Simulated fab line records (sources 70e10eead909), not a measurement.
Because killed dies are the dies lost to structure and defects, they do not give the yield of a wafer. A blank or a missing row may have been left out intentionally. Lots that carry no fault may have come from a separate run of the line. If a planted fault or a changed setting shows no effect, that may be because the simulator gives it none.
Struck lot and sound lot, side by side | flow nand_harc | 16 out of 1159 route steps
Sound: wafers L206.1, L206.2, L206.6. Wafers L190.1, L190.2, L190.5 were the ones struck. The cause is named last.
Per side, at each step with rows, come the tool, then ch with its chambers, and then its first start. Under that, the readings that differ: sound wafers | struck wafers | difference of the means | sigmas: that difference in standard deviations of wafers without a fault.
alike: words and numbers the same on both sides, and readings whose means are apart by under 2 such deviations; not compared: readings that were withheld, readings missing a value for some wafer, numbers with overlapping values and no deviation given by the record, and bounds like >300 which may hide the same value.
Wherever a step has rows on one side only, a row that says differs or no value, or a row with sigmas, the two part there. Numbers that don't overlap but have no deviation are shown without sigmas and don't part them. Lack of a reading on every wafer of one side parts them only where that side has two or more wafers.

NHARC_A_BONDPAD_ETCH_34: etches the open film in N2/H2, target depth 60 nm, overetch 18 nm, time 65.91 s.
  sound on rie_diel-10 ch 0,1,3, day 22 02:39; struck on rie_diel-10 ch 0,1, day 19 01:35
  alike: bias_w, drypump_motor_current_A, h2_flow_sccm, oes_product_au, rf_vpp_V, showerhead_plenum_p_Torr, throttle_valve_pct
  not compared: rf_hours_counter_h
NHARC_A_BONDPAD_ETCH_12: etches the open film in CHF3/O2, target depth 220 nm, time 110 s.
  sound: rie_diel-10 ch 1,3; struck: rie_diel-10 ch 0,2,3
  alike: bias_w, drypump_motor_current_A, oes_product_au, rf_vpp_V, showerhead_plenum_p_Torr, throttle_valve_pct
  not compared: rf_hours_counter_h
NHARC_A_BONDPAD_CD_MEAS_13:
  sound on cd_sem-03, day 22 02:52; struck on cd_sem-03, day 19 01:49
  alike: cd_nm
then, 1 step without rows for these wafers: NHARC_A_BONDPAD_STRIP_15 (strips in O2).
NHARC_A_BONDPAD_ETCH_24: etches the open film in CF4/N2, target depth 30 nm, time 72.99 s.
  sound: rie_diel-07 ch 1,3; struck: rie_diel-10 ch 0,1,2
  alike: bias_w, drypump_motor_current_A, oes_product_au, rf_vpp_V, showerhead_plenum_p_Torr, throttle_valve_pct
  not compared: rf_hours_counter_h
then, 3 steps without rows for these wafers: NHARC_A_BONDPAD_STRIP_16 (strips in post etch residue remover, time 600 s); NHARC_A_BONDPAD_DEGAS_25 (time 60 s); NHARC_A_BONDPAD_PRE_CLEAN_26 (time 30 s).
NHARC_A_BONDPAD_PVD_17: deposits TaN, target thk 5 nm, time 8.06 s.
  sound on pvd_sputter-02; struck on pvd_sputter-02
  alike: throttle_valve_pct
NHARC_A_BONDPAD_PVD_27: deposits Cu, target thk 30 nm, time 20.49 s.
  sound on pvd_sputter-02; struck on pvd_sputter-02
  alike: throttle_valve_pct
then, 2 steps without rows for these wafers: NHARC_A_BONDPAD_ECD_18 (material Cu, target thk 400 nm); NHARC_A_BONDPAD_ANNEAL_28 (time 90 s).
NHARC_A_BONDPAD_CMP_19: polishes, t overpolish 30 s, cu recess touch 16 s, target thk 169.8 nm.
  sound on cmp-01 ch 1,3, day 22 04:56; struck on cmp-01 ch 1,2,3, day 19 03:34
  no value came back on the struck wafers for cu_recess_touch_s (s), edge_zone_pressure_frac, motor_current_A (A), overpolish_run_s (s); on the sound wafers cu_recess_touch_s (s) reads 16 16 16
NHARC_A_BONDPAD_THK_MEAS_20: measures by xrf.
  sound on film_metro-01, day 22 05:13; struck on film_metro-02, day 19 03:51
  reading     | sound             | struck            | difference | sigmas
  thk_nm (nm) | 167.5 167.5 168.6 | 397.7 402.6 399.5 | +232.1     | +99 or more
then, 1 step without rows for these wafers: NHARC_A_BONDPAD_SRD_21 (time 30 s, dry time 20 s).
NHARC_A_BONDPAD_INSPECT_23:
  sound on defect_inspect-02, day 22 05:28; struck on defect_inspect-01, day 19 04:04
  reading          | sound       | struck         | difference | sigmas
  raw_defect_count | 474 460 339 | 3256 3207 3223 | +2804      | +23

## WHERE THEY PART
Last at NHARC_A_BONDPAD_INSPECT_23 as far as this record goes, first at NHARC_A_BONDPAD_CMP_19.

WHY: whatever the simulator had introduced
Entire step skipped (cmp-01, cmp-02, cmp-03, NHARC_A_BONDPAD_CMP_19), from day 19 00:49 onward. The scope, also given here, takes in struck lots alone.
